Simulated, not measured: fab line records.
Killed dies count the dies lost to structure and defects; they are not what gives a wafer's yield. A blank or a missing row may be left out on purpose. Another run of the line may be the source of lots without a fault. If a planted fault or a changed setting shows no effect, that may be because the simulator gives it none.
fab line records | flow n5Finfet
record lots=24 wafers=72 lastDay=18
route steps=1938 shown BEOL_M15@1819 MIM_TOP_LITHO@1848 MIM_TOP_ETCH@1851
lots untouched by any fault: they come from a run of this same line in which no faults occurred
startH: hours from the record's first day to the start of the lot's first wafer shown | waitH: hours since the lot's step before | " repeats the value in the row above | L1.1+2: a single row standing in for several wafers | - value missing, or start not given | * or withheld: withheld | < > ~ a bound
route shown NAME@n: a module of which the file shows steps, and the number in the route of the first | usual: the fault-free wafers' mean and standard deviation | same: alike in all rows | chamber/n: place in a boat | sites: readings site by site | _std_site: standard deviation of those values | _edge_site: inner sites' mean taken away from outer sites' mean | radiusMm: how far each site lies from the wafer's centre | mask NAME#n: copy n | behind: the most recent tool/chamber to have shaped the wafer | hold: reason for holding the lot/hours on hold/outcome of the hold | device: which transistor (n, p or np) failed to switch | end of line: the tests these same wafers got at the end of their route | step lacking rows: just its recipe | killed: dies that structure and defects cost at the first sort, which is not the same as the wafer's yield | map: per-die view of a wafer (x killed, . not killed, _ where there is no die)
set.NAME: setting as actually run; set.NAME@STEP: the setting as run at that earlier step | model.NAME: the simulator's own value behind a step, which no gauge read
route steps across a sampled set of lots; one table per step, one row per wafer
services: the hour from which a tool's chamber was out of use, counted from the record's first day as startH (under 0 if before that day), plus the number of hours and why
## steps
# step N5_BEOL_M15_SPUTTER_43
# recipe material=TaN targetThkA=150 tempC=50 biasV=168.6 powerW=15000 chamberPressurePa=0.12 timeS=24.19
# usual biasV=168.3/1.8 throttleValvePct=30.3/1
# same timeS=24.19
# columns lot.wafer tool chamber startH waitH biasV throttleValvePct
L074.3 pvdSputter-02 - 268.64 0.0 169.4 29.1
L074.4 " - " " 166.7 31.9
L074.6 " - " " 167.9 29.8
L075.1 pvdSputter-03 - 274.24 0.0 169.7 28.9
L075.2 " - " " 168.1 31.6
L075.4 " - " " 169.3 30.9
L077.2 pvdSputter-02 - 282.88 0.0 171.1 29.9
L077.5 " - " " 170.6 31.7
L077.6 " - " " 169.2 29.4
L076.2 pvdSputter-03 - 291.10 0.0 169.3 29.2
L076.3 " - " " 168.3 29.9
L076.4 " - " " 170.9 30.7
L079.3 pvdSputter-01 - 299.07 0.0 169.2 28.9
L079.4 " - " " 165.6 30.5
L079.6 " - " " 165.5 30.7
L080.1 pvdSputter-01 - 302.00 0.0 168.0 30.3
L080.3 " - " " 169.6 30.2
L080.4 " - " " 168.5 28.8
L081.2 pvdSputter-01 - 304.20 0.0 169.3 31.8
L081.3 " - " " 168.2 30.3
L081.5 " - " " 170.2 30.0
L082.3 pvdSputter-03 - 317.70 0.0 167.6 28.9
L082.4 " - " " 165.3 29.7
L082.6 " - " " 168.6 31.4
L078.1 pvdSputter-02 - 321.39 0.0 166.8 29.6
L078.4 " - " " 167.5 31.6
L078.5 " - " " 166.5 29.4
L083.4 pvdSputter-02 - 327.28 0.0 164.4 29.5
L083.5 " - " " 169.3 32.0
L083.6 " - " " 168.0 30.0
L084.2 pvdSputter-03 - 332.08 0.0 167.1 28.9
L084.4 " - " " 169.0 31.6
L084.6 " - " " 169.1 31.4
L085.1 pvdSputter-02 - 347.20 0.0 168.2 29.8
L085.2 " - " " 165.6 31.5
L085.6 " - " " 171.1 30.3
L086.2 pvdSputter-01 - 347.23 0.0 169.0 29.9
L086.5 " - " " 170.3 30.1
L086.6 " - " " 170.4 30.4
L088.1 pvdSputter-02 - 354.53 0.0 168.9 31.7
L088.2 " - " " 167.2 29.9
L088.3 " - " " 167.9 29.8
L087.2 pvdSputter-02 - 361.62 0.0 170.1 29.5
L087.3 " - " " 166.0 31.7
L087.6 " - " " 165.1 29.8
L090.1 pvdSputter-02 - 376.66 0.0 169.5 29.6
L090.3 " - " " 169.3 29.9
L090.5 " - " " 168.8 31.8
L089.2 pvdSputter-01 - 384.29 0.0 166.8 30.4
L089.4 " - " " 164.8 28.6
L089.6 " - " " 168.7 30.6
L091.1 pvdSputter-03 - 384.79 0.0 167.9 29.8
L091.2 " - " " 165.3 30.7
L091.4 " - " " 169.0 29.3
L092.1 pvdSputter-01 - 396.78 0.0 167.0 30.0
L092.3 " - " " 168.6 31.9
L092.4 " - " " 168.6 28.7
L095.1 pvdSputter-01 - 403.40 0.0 168.3 31.8
L095.2 " - " " 167.7 30.3
L095.4 " - " " 166.6 30.0
L094.2 pvdSputter-02 - 408.29 0.0 167.9 30.0
L094.3 " - " " 168.4 29.4
L094.5 " - " " 167.1 30.0
L093.1 pvdSputter-03 - 408.34 0.0 169.0 30.8
L093.5 " - " " 169.7 30.7
L093.6 " - " " 168.6 29.2
L096.4 pvdSputter-01 - 413.34 0.0 167.8 30.3
L096.5 " - " " 167.9 29.0
L096.6 " - " " 167.5 31.6
L097.2 pvdSputter-01 - 420.47 0.0 170.0 30.4
L097.4 " - " " 169.8 31.7
L097.5 " - " " 168.6 31.5
# step N5_BEOL_M15_INSPECT_55
# recipe inspectInstrument=darkfield mode=postDep
# usual rawDefectCount=67/23
# columns lot.wafer tool chamber startH waitH rawDefectCount
L074.3 defectInspect-02 - 270.30 0.0 59
L074.4 " - " " 37
L074.6 " - " " 55
L075.1 defectInspect-02 - 275.51 0.0 70
L075.2 " - " " 67
L075.4 " - " " 95
L077.2 defectInspect-02 - 284.15 0.0 31
L077.5 " - " " 33
L077.6 " - " " 63
L076.2 defectInspect-02 - 292.38 0.0 56
L076.3 " - " " 28
L076.4 " - " " 68
L079.3 defectInspect-02 - 300.34 0.0 56
L079.4 " - " " 52
L079.6 " - " " 35
L080.1 defectInspect-01 - 303.55 0.0 80
L080.3 " - " " 59
L080.4 " - " " 46
L081.2 defectInspect-01 - 306.15 0.0 48
L081.3 " - " " 67
L081.5 " - " " 59
L082.3 defectInspect-01 - 319.79 0.0 62
L082.4 " - " " 46
L082.6 " - " " 82
L078.1 defectInspect-02 - 324.09 0.0 100
L078.4 " - " " 83
L078.5 " - " " 80
L083.4 defectInspect-01 - 328.52 0.0 55
L083.5 " - " " 113
L083.6 " - " " 48
L084.2 defectInspect-01 - 333.78 0.0 89
L084.4 " - " " 85
L084.6 " - " " 66
L085.1 defectInspect-02 - 348.61 0.0 112
L085.2 " - " " 117
L085.6 " - " " 94
L086.2 defectInspect-02 - 348.88 0.0 84
L086.5 " - " " 39
L086.6 " - " " 50
L088.1 defectInspect-01 - 355.80 0.0 60
L088.2 " - " " 87
L088.3 " - " " 66
L087.2 defectInspect-01 - 363.92 0.0 37
L087.3 " - " " 51
L087.6 " - " " 67
L090.1 defectInspect-02 - 377.96 0.0 70
L090.3 " - " " 44
L090.5 " - " " 53
L089.2 defectInspect-02 - 385.97 0.0 60
L089.4 " - " " 24
L089.6 " - " " 49
L091.1 defectInspect-02 - 386.26 0.0 53
L091.2 " - " " 37
L091.4 " - " " 40
L092.1 defectInspect-01 - 398.21 0.0 47
L092.3 " - " " 99
L092.4 " - " " 53
L095.1 defectInspect-01 - 404.69 0.0 90
L095.2 " - " " 95
L095.4 " - " " 83
L094.2 defectInspect-01 - 409.70 0.0 47
L094.3 " - " " 65
L094.5 " - " " 85
L093.1 defectInspect-01 - 409.93 0.0 59
L093.5 " - " " 55
L093.6 " - " " 44
L096.4 defectInspect-02 - 414.61 0.0 115
L096.5 " - " " 60
L096.6 " - " " 89
L097.2 defectInspect-01 - 422.31 0.0 76
L097.4 " - " " 80
L097.5 " - " " 95
# step N5_MIM_TOP_LITHO_OVL_MEAS_11
# recipe pointsPerWafer=44
# usual MIM_TOP_OVL=2/6.3
# columns lot.wafer tool chamber startH waitH MIM_TOP_OVL[nm]
L074.3 overlay-01 0 273.25 0.0 9
L074.4 " 0 " " -4
L074.6 " 0 " " -1
L075.1 overlay-01 0 280.19 0.0 10
L075.2 " 0 " " 8
L075.4 " 0 " " 12
L077.2 overlay-02 0 289.93 0.0 -6
L077.5 " 0 " " -5
L077.6 " 0 " " -5
L076.2 overlay-02 0 296.81 0.0 6
L076.3 " 0 " " -5
L076.4 " 0 " " 0
L079.3 overlay-02 0 304.01 0.0 6
L079.4 " 0 " " 9
L079.6 " 0 " " 2
L080.1 overlay-01 0 307.71 0.0 7
L080.3 " 0 " " 4
L080.4 " 0 " " 11
L081.2 overlay-02 0 309.72 0.0 -1
L081.3 " 0 " " 2
L081.5 " 0 " " -5
L082.3 overlay-02 0 322.24 0.0 -11
L082.4 " 0 " " -11
L082.6 " 0 " " -4
L078.1 overlay-01 0 331.21 0.0 1
L078.4 " 0 " " 6
L078.5 " 0 " " -1
L083.4 overlay-01 0 332.62 0.0 15
L083.5 " 0 " " 8
L083.6 " 0 " " 12
L084.2 overlay-02 0 337.26 0.0 -5
L084.4 " 0 " " -9
L084.6 " 0 " " -4
L085.1 overlay-02 0 353.74 0.0 5
L085.2 " 0 " " 9
L085.6 " 0 " " 5
L086.2 overlay-01 0 353.96 0.0 10
L086.5 " 0 " " 6
L086.6 " 0 " " 1
L088.1 overlay-02 0 360.50 0.0 -1
L088.2 " 0 " " -1
L088.3 " 0 " " 7
L087.2 overlay-02 0 366.37 0.0 13
L087.3 " 0 " " -2
L087.6 " 0 " " 8
L090.1 overlay-01 0 384.53 0.0 5
L090.3 " 0 " " 1
L090.5 " 0 " " -2
L089.2 overlay-02 0 389.13 0.0 15
L089.4 " 0 " " 1
L089.6 " 0 " " 7
L091.1 overlay-01 0 390.14 0.0 -1
L091.2 " 0 " " 17
L091.4 " 0 " " 8
L092.1 overlay-02 0 402.45 0.0 6
L092.3 " 0 " " 5
L092.4 " 0 " " -1
L095.1 overlay-02 0 408.55 0.0 1
L095.2 " 0 " " 7
L095.4 " 0 " " 2
L094.2 overlay-01 0 413.45 0.0 3
L094.3 " 0 " " -7
L094.5 " 0 " " -5
L093.1 overlay-01 0 413.56 0.0 4
L093.5 " 0 " " 1
L093.6 " 0 " " 7
L096.4 overlay-02 0 419.29 0.0 5
L096.5 " 0 " " -4
L096.6 " 0 " " 5
L097.2 overlay-01 0 425.80 0.0 -5
L097.4 " 0 " " -3
L097.5 " 0 " " -5
# step N5_MIM_TOP_LITHO_DESCUM_10
# recipe chemistry=O2 timeS=7.9 sourcePowerW=50 biasPowerW=20 pressureMtorr=20 rfFrequencyHz=2.712e+07 tempC=40 o2FlowSccm=225
# usual drypumpMotorCurrentA=5.8/0.43 oesProductAu=0.84/0.068 rfVppV=243.4/1.1 showerheadPlenumPTorr=2.12/0.055 tempC=40.01/0.11 throttleValvePct=20.37/0.18
# same timeS=7.9
# columns lot.wafer tool chamber startH waitH drypumpMotorCurrentA oesProductAu rfHoursCounterH rfVppV showerheadPlenumPTorr tempC throttleValvePct
L074.3 rieDiel-05 1 273.53 0.3 6.1 0.84 67 244.1 2.13 39.94 20.24
L074.4 " 0 " " 5.4 0.85 - 242.3 2.05 39.65 20.46
L074.6 " 2 " " 5.7 0.74 - 243.9 2.18 39.85 20.48
L075.1 rieDiel-05 1 280.25 0.0 6.1 0.85 70 244.0 2.13 39.93 20.24
L075.2 " 0 " " 5.3 0.84 48 242.5 2.05 40.12 20.47
L075.4 " 2 " " 5.7 0.74 - 244.3 2.18 39.89 20.49
L077.2 rieDiel-06 1 290.07 0.1 6.5 0.91 37 245.0 2.13 39.86 20.07
L077.5 " 1 " " 6.5 0.90 - 242.1 2.13 39.96 20.09
L077.6 " 0 " " 5.3 0.66 - 240.9 1.97 40.04 20.54
L076.2 rieDiel-06 2 296.87 0.0 6.4 0.86 53 242.5 2.14 40.10 20.40
L076.3 " 1 " " 6.5 0.88 39 244.0 2.13 39.97 20.05
L076.4 " 3 " " 5.7 0.84 61 242.2 2.11 39.89 20.07
L079.3 rieDiel-06 3 304.12 0.1 5.7 0.84 64 243.7 2.10 39.90 20.08
L079.4 " 3 " " 5.7 0.83 - 244.0 2.10 40.09 20.08
L079.6 " 2 " " 6.4 0.85 - 241.2 2.14 40.08 20.39
L080.1 rieDiel-06 3 307.77 0.0 5.7 0.83 66 242.1 2.10 39.94 20.07
L080.3 " 2 " " 6.4 0.85 57 243.6 2.14 40.02 20.41
L080.4 " 3 " " 5.7 0.83 - 243.3 2.10 40.03 20.08
L081.2 rieDiel-04 2 309.79 0.0 5.8 0.77 158 244.9 2.19 40.05 20.63
L081.3 " 0 " " 5.3 0.86 40 243.0 2.14 39.94 20.43
L081.5 " 2 " " 5.8 0.77 - 244.0 2.19 39.95 20.63
L082.3 rieDiel-04 3 322.30 0.0 5.4 0.92 16 243.0 2.05 39.83 20.44
L082.4 " 1 " " 5.4 0.93 27 245.2 2.14 40.24 20.27
L082.6 " 2 " " 5.8 0.76 - 244.8 2.19 39.79 20.64
L078.1 rieDiel-05 0 331.58 0.4 5.3 0.81 70 244.1 2.04 40.25 20.50
L078.4 " 1 " " 6.1 0.82 92 244.7 2.12 39.92 20.27
L078.5 " 3 " " 6.1 0.99 - 242.1 2.04 39.93 20.12
L083.4 rieDiel-04 1 332.68 0.0 5.4 0.93 30 245.2 2.14 39.84 20.30
L083.5 " 0 " " 5.3 0.85 - 244.3 2.14 40.12 20.42
L083.6 " 1 " " 5.4 0.92 - 242.9 2.14 39.98 20.28
L084.2 rieDiel-04 2 337.32 0.0 5.9 0.77 167 244.0 2.19 39.98 20.64
L084.4 " 3 " " 5.3 0.92 - 242.7 2.05 40.02 20.45
L084.6 " 2 " " 5.9 0.77 - 244.8 2.19 40.16 20.63
L085.1 rieDiel-05 0 354.03 0.0 5.4 0.82 78 242.4 2.04 40.02 20.53
L085.2 " 3 " " 6.1 0.97 14 242.6 2.04 39.95 20.13
L085.6 " 1 " " 6.1 0.81 - 242.3 2.12 40.06 20.27
L086.2 rieDiel-05 0 354.09 0.1 5.4 0.80 78 241.6 2.04 40.05 20.50
L086.5 " 3 " " 6.1 0.96 - 243.3 2.04 39.80 20.13
L086.6 " 0 " " 5.4 0.80 - 242.5 2.04 40.09 20.53
L088.1 rieDiel-04 1 360.56 0.0 5.4 0.89 43 243.1 2.13 40.22 20.30
L088.2 " 2 " " 5.8 0.75 178 244.9 2.18 39.94 20.65
L088.3 " 0 " " 5.3 0.83 53 244.6 2.14 40.10 20.45
L087.2 rieDiel-04 0 366.43 0.0 5.3 0.83 56 244.1 2.14 40.08 20.44
L087.3 " 2 " " 5.8 0.75 180 244.8 2.18 40.32 20.65
L087.6 " 2 " " 5.8 0.75 - 244.8 2.18 39.92 20.67
L090.1 rieDiel-04 0 384.59 0.0 5.3 0.83 62 244.7 2.13 39.82 20.46
L090.3 " 1 " " 5.4 0.88 53 242.8 2.13 40.03 20.31
L090.5 " 3 " " 5.3 0.88 - 242.4 2.04 40.00 20.45
L089.2 rieDiel-06 1 389.30 0.2 6.5 0.85 69 244.2 2.12 40.23 20.11
L089.4 " 3 " " 5.7 0.80 90 243.7 2.10 40.02 20.11
L089.6 " 0 " " 5.3 0.93 - 244.5 2.23 40.07 20.26
L091.1 rieDiel-04 0 390.26 0.1 5.3 0.82 64 243.6 2.13 40.02 20.49
L091.2 " 1 " " 5.4 0.88 55 242.4 2.13 40.02 20.32
L091.4 " 3 " " 5.4 0.87 43 241.7 2.04 40.03 20.48
L092.1 rieDiel-04 3 402.86 0.4 5.3 0.87 47 241.3 2.04 39.96 20.49
L092.3 " 2 " " 5.9 0.73 196 244.0 2.18 40.03 20.69
L092.4 " 0 " " 5.3 0.82 68 243.5 2.13 39.93 20.47
L095.1 rieDiel-06 1 408.61 0.0 6.5 0.84 79 242.7 2.12 40.15 20.13
L095.2 " 0 " " 5.4 0.92 32 245.8 2.22 39.98 20.29
L095.4 " 3 " " 5.7 0.80 100 243.1 2.09 39.98 20.14
L094.2 rieDiel-04 3 413.82 0.3 5.3 0.87 51 242.4 2.04 40.11 20.48
L094.3 " 0 " " 5.3 0.81 72 242.4 2.13 39.97 20.48
L094.5 " 2 " " 5.8 0.73 - 242.5 2.18 40.15 20.70
L093.1 rieDiel-05 0 413.90 0.3 5.4 0.79 98 241.7 2.03 40.09 20.57
L093.5 " 0 " " 5.3 0.79 - 242.9 2.03 39.99 20.54
L093.6 " 3 " " 6.2 0.92 - 242.1 2.03 39.95 20.15
L096.4 rieDiel-06 2 419.46 0.1 6.4 0.82 87 243.5 2.13 40.07 20.44
L096.5 " 2 " " 6.4 0.81 - 243.2 2.13 39.95 20.46
L096.6 " 1 " " 6.5 0.82 - 243.9 2.12 40.00 20.15
L097.2 rieDiel-06 0 425.91 0.1 5.3 0.91 38 245.2 2.22 40.07 20.27
L097.4 " 2 " " 6.4 0.82 89 242.8 2.13 39.91 20.46
L097.5 " 1 " " 6.5 0.83 - 244.1 2.11 40.12 20.15
# step N5_MIM_TOP_ETCH_ETCH_00
# recipe chemistry=Cl2/BCl3 target=TiN targetDepthA=385 ionEnergyEv=150 pressureMtorr=10 icpW=1000 biasW=126 Cl2_flow_sccm=53.25 bcl3FlowSccm=21.75 Ar_flow_sccm=25
# usual drypumpMotorCurrentA=5.62/0.26 oesProductAu=0.85/0.064 throttleValvePct=22.99/0.25
# columns lot.wafer tool chamber startH waitH drypumpMotorCurrentA oesProductAu rfHoursCounterH throttleValvePct
L074.3 rieMetal-01 1 273.65 0.1 5.86 0.93 - 23.38
L074.4 " 0 " " 5.38 0.84 - 23.06
L074.6 " 1 " " 5.88 0.92 - 23.39
L075.1 rieMetal-02 0 280.34 0.1 5.28 0.90 4 22.61
L075.2 " 1 " " 5.79 0.89 13 22.91
L075.4 " 0 " " 5.28 0.90 - 22.61
L077.2 rieMetal-01 1 290.15 0.1 5.87 0.91 12 23.39
L077.5 " 1 " " 5.90 0.90 - 23.38
L077.6 " 0 " " 5.39 0.84 - 23.09
L076.2 rieMetal-02 0 296.96 0.1 5.30 0.88 5 22.61
L076.3 " 1 " " 5.80 0.88 - 22.91
L076.4 " 0 " " 5.27 0.88 - 22.60
L079.3 rieMetal-01 1 304.25 0.1 5.90 0.90 - 23.38
L079.4 " 0 " " 5.39 0.84 - 23.07
L079.6 " 0 " " 5.41 0.85 - 23.06
L080.1 rieMetal-02 1 307.85 0.1 5.82 0.88 16 22.91
L080.3 " 1 " " 5.82 0.88 - 22.89
L080.4 " 0 " " 5.29 0.88 - 22.60
L081.2 rieMetal-01 0 309.87 0.1 5.39 0.83 24 23.07
L081.3 " 1 " " 5.82 0.89 - 23.38
L081.5 " 0 " " 5.39 0.84 - 23.08
L082.3 rieMetal-03 1 322.43 0.1 5.46 0.71 - 22.90
L082.4 " 0 " " 5.97 0.95 - 22.87
L082.6 " 1 " " 5.46 0.71 - 22.91
L078.1 rieMetal-02 0 331.67 0.1 5.28 0.87 8 22.62
L078.4 " 1 " " 5.81 0.86 - 22.90
L078.5 " 0 " " 5.28 0.87 - 22.60
L083.4 rieMetal-03 0 332.81 0.1 6.02 0.94 - 22.87
L083.5 " 1 " " 5.46 0.71 - 22.90
L083.6 " 0 " " 5.98 0.95 - 22.88
L084.2 rieMetal-02 0 337.40 0.1 5.28 0.86 9 22.61
L084.4 " 0 " " 5.29 0.85 - 22.62
L084.6 " 0 " " 5.28 0.85 - 22.60
L085.1 rieMetal-02 0 354.11 0.1 5.29 0.84 11 22.62
L085.2 " 1 " " 5.77 0.86 21 22.91
L085.6 " 1 " " 5.80 0.85 - 22.90
L086.2 rieMetal-03 1 354.18 0.1 5.44 0.71 60 22.93
L086.5 " 1 " " 5.47 0.70 - 22.89
L086.6 " 0 " " 5.96 0.91 - 22.86
L088.1 rieMetal-01 1 360.65 0.1 5.85 0.88 18 23.39
L088.2 " 0 " " 5.40 0.81 26 23.08
L088.3 " 1 " " 5.85 0.89 - 23.40
L087.2 rieMetal-02 1 366.52 0.1 5.82 0.85 22 22.92
L087.3 " 1 " " 5.80 0.85 - 22.92
L087.6 " 1 " " 5.80 0.85 - 22.91
L090.1 rieMetal-02 0 384.68 0.1 5.29 0.84 14 22.63
L090.3 " 0 " " 5.27 0.84 - 22.60
L090.5 " 1 " " 5.79 0.86 - 22.91
L089.2 rieMetal-01 1 389.39 0.1 5.90 0.89 21 23.39
L089.4 " 1 " " 5.86 0.88 - 23.39
L089.6 " 0 " " 5.40 0.81 - 23.10
L091.1 rieMetal-01 0 390.35 0.1 5.40 0.81 30 23.08
L091.2 " 1 " " 5.85 0.89 21 23.39
L091.4 " 1 " " 5.89 0.88 - 23.39
L092.1 rieMetal-01 0 402.95 0.1 5.40 0.81 31 23.07
L092.3 " 0 " " 5.40 0.80 - 23.09
L092.4 " 1 " " 5.86 0.88 - 23.40
L095.1 rieMetal-03 0 408.70 0.1 6.00 0.89 14 22.91
L095.2 " 1 " " 5.45 0.69 62 22.93
L095.4 " 1 " " 5.44 0.70 - 22.91
L094.2 rieMetal-01 1 413.90 0.1 5.81 0.86 23 23.40
L094.3 " 1 " " 5.83 0.88 - 23.42
L094.5 " 0 " " 5.40 0.80 - 23.10
L093.1 rieMetal-03 0 413.99 0.1 6.00 0.89 15 22.90
L093.5 " 0 " " 5.96 0.89 - 22.89
L093.6 " 1 " " 5.48 0.70 - 22.91
L096.4 rieMetal-01 1 419.61 0.1 5.84 0.87 - 23.41
L096.5 " 0 " " 5.40 0.81 - 23.09
L096.6 " 1 " " 5.81 0.87 - 23.41
L097.2 rieMetal-03 1 426.13 0.2 5.48 0.70 64 22.92
L097.4 " 1 " " 5.48 0.69 - 22.91
L097.5 " 0 " " 6.01 0.88 - 22.90
# step N5_MIM_TOP_ETCH_PECVD_03
# recipe material=SiNx targetThkA=200 tempC=400 precursor=SiH4/NH3/N2 pressureTorr=1.5 rfW=300 timeS=17.6
# usual heaterPowerW=806/99 showerheadPlenumPTorr=5.17/0.06 throttleValvePct=39.9/1.1
# same timeS=17.6
# columns lot.wafer tool chamber startH waitH heaterPowerW showerheadPlenumPTorr throttleValvePct
L074.3 pecvd-04 2 273.82 - 850 5.20 39.2
L074.4 " 0 " " 966 5.17 39.4
L074.6 " 2 " " 889 5.22 39.1
L075.1 pecvd-02 2 280.54 - 699 5.17 39.6
L075.2 " 0 " " 876 5.13 39.8
L075.4 " 1 " " 1000 5.24 38.9
L077.2 pecvd-02 2 290.36 - 766 5.18 39.6
L077.5 " 1 " " 922 5.23 39.3
L077.6 " 2 " " 748 5.18 39.5
L076.2 pecvd-02 2 297.16 - 694 5.18 39.5
L076.3 " 0 " " 844 5.15 39.9
L076.4 " 2 " " 685 5.18 39.8
L079.3 pecvd-04 1 304.43 - 640 5.20 42.0
L079.4 " 0 " " 789 5.17 39.1
L079.6 " 2 " " 852 5.21 39.5
L080.1 pecvd-03 2 308.06 - 709 5.13 38.5
L080.3 " 0 " " 748 5.14 40.2
L080.4 " 0 " " 739 5.13 39.8
L081.2 pecvd-04 1 310.16 - 724 5.19 42.3
L081.3 " 0 " " 891 5.16 39.4
L081.5 " 2 " " 849 5.22 39.6
L082.3 pecvd-03 2 322.59 - 712 5.13 38.3
L082.4 " 2 " " 702 5.13 38.7
L082.6 " 1 " " 663 4.99 41.4
L078.1 pecvd-03 1 331.88 - 756 4.98 41.3
L078.4 " 0 " " 731 5.13 40.0
L078.5 " 1 " " 760 4.99 41.3
L083.4 pecvd-04 1 333.00 - 671 5.22 42.2
L083.5 " 0 " " 947 5.18 39.4
L083.6 " 2 " " 879 5.22 39.9
L084.2 pecvd-04 2 337.70 - 885 5.24 39.9
L084.4 " 0 " " 824 5.16 39.5
L084.6 " 2 " " 868 5.21 39.8
L085.1 pecvd-04 2 354.32 - 875 5.20 39.7
L085.2 " 1 " " 719 5.21 42.5
L085.6 " 0 " " 880 5.15 39.2
L086.2 pecvd-02 0 354.38 - 883 5.14 39.8
L086.5 " 0 " " 885 5.13 39.9
L086.6 " 1 " " 958 5.23 39.3
L088.1 pecvd-03 0 360.96 - 627 5.12 40.1
L088.2 " 2 " " 581 5.14 38.5
L088.3 " 1 " " 801 4.99 41.2
L087.2 pecvd-04 1 366.72 - 606 5.21 42.4
L087.3 " 0 " " 933 5.15 39.0
L087.6 " 0 " " 953 5.16 39.1
L090.1 pecvd-04 2 384.90 - 821 5.22 39.8
L090.3 " 0 " " 954 5.16 39.1
L090.5 " 2 " " 829 5.22 39.8
L089.2 pecvd-04 2 389.59 - 805 5.23 39.9
L089.4 " 2 " " 809 5.22 39.9
L089.6 " 2 " " 794 5.23 40.1
L091.1 pecvd-02 1 390.55 - 945 5.25 39.4
L091.2 " 0 " " 875 5.15 40.0
L091.4 " 1 " " 906 5.24 39.1
L092.1 pecvd-04 0 403.27 - 832 5.16 39.3
L092.3 " 2 " " 793 5.21 40.3
L092.4 " 0 " " 855 5.17 39.4
L095.1 pecvd-03 0 408.92 - 696 5.13 40.4
L095.2 " 1 " " 779 5.00 41.4
L095.4 " 1 " " 778 5.00 41.2
L094.2 pecvd-04 1 414.11 - 676 5.18 36.8
L094.3 " 2 " " 818 5.22 40.2
L094.5 " 0 " " 926 5.16 39.4
L093.1 pecvd-04 1 414.20 - 722 5.19 36.8
L093.5 " 2 " " 819 5.20 40.1
L093.6 " 0 " " 886 5.17 39.2
L096.4 pecvd-02 1 419.84 - 994 5.22 38.7
L096.5 " 2 " " 750 5.18 40.5
L096.6 " 0 " " 873 5.15 39.9
L097.2 pecvd-02 0 426.33 - 837 5.13 40.4
L097.4 " 1 " " 858 5.24 39.1
L097.5 " 0 " " 829 5.16 40.0
## services
# columns tool chamber startH hours kind
rieDiel-04 3 250.90 - clean
rieDiel-04 3 250.90 - consumableReplace:focusRing
rieDiel-04 3 250.90 25.0 scheduledDown
rieDiel-04 3 250.90 25.0 ventCycle
rieDiel-04 1 252.29 3.0 repair
rieDiel-06 2 275.94 2.5 repair
rieMetal-03 - 295.92 14.6 pm
pecvd-04 0 316.97 5.5 scheduledDown
rieMetal-01 0 320.04 4.9 repair
rieMetal-01 - 327.12 14.6 pm
rieMetal-03 - 337.52 1.8 repair
rieMetal-03 1 370.29 29.6 repair
pecvd-04 - 372.50 1.2 repair
pecvd-02 2 375.64 30.7 repair
pecvd-04 1 383.62 - clean
pecvd-04 1 383.62 - consumableReplace:showerhead
pecvd-04 1 383.62 29.0 scheduledDown
pecvd-04 1 383.62 29.0 ventCycle
rieMetal-02 - 391.00 2.6 repair
pvdSputter-01 - 406.01 6.9 repair
rieDiel-05 0 414.10 5.3 repair
rieMetal-02 1 417.17 3.0 repair
pecvd-04 - 417.78 14.6 pm
rieMetal-02 - 425.12 15.5 repair
## key
fault none
